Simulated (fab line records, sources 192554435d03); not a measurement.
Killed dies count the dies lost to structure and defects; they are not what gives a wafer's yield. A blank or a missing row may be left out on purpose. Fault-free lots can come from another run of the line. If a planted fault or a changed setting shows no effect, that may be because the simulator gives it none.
Which tool did it?	flow n5 finfet	11 lots (33 wafers sampled), 1 step of a 1938-step route

WHAT THE GAUGES READ, wafer by wafer
N5_BEOL_M3_CD_MEAS_11 targets a cd of 17.05 nm.
lot	measured	on	cd nm (nm)
L075	day 7 12:52	cd sem-01	16.80 16.46 16.79
L077	day 7 12:57	cd sem-03	16.62 17.26 17.22
L079	day 8 07:59	cd sem-02	17.37 16.58 17.07
L081	day 8 19:32	cd sem-01	17.11 16.99 16.95
L083	day 9 09:14	cd sem-03	17.35 17.30 17.50
L085	day 10 03:01	cd sem-02	16.95 16.53 16.93
L088	day 10 14:46	cd sem-03	16.95 16.45 16.97
L087	day 10 21:26	cd sem-02	16.86 17.13 17.22
L091	day 11 02:38	cd sem-02	17.25 17.10 17.37
L092	day 11 14:44	cd sem-02	16.69 17.11 17.06
L096	day 12 22:01	cd sem-03	16.83 17.24 17.27

TOOL THAT RAN EACH LOT (tool first, then ch and the chambers of the sampled wafers, then the start)
Before these readings, the record contains no process step.

THE ANSWER, worked out from the rows above alone
Rule: usual is defined by the lots themselves. Put in order of their means at a reading, lots are off if they are a third of the lots or fewer, leave a main group of 4 or more, and stand apart from it by a gap of 3 or more times the standard deviation of the main group's means; of several such gaps the widest counts. A main group is skipped when, at the precision printed for the reading in the tables above, its means are all equal. Also off: a lot with no number at a reading for which 4 or more lots have one. All remaining lots with rows at the step are treated as sound.
Nothing can be told from this: no lot is off at any reading shown.

WHAT HAD BEEN PUT IN BY THE SIMULATOR
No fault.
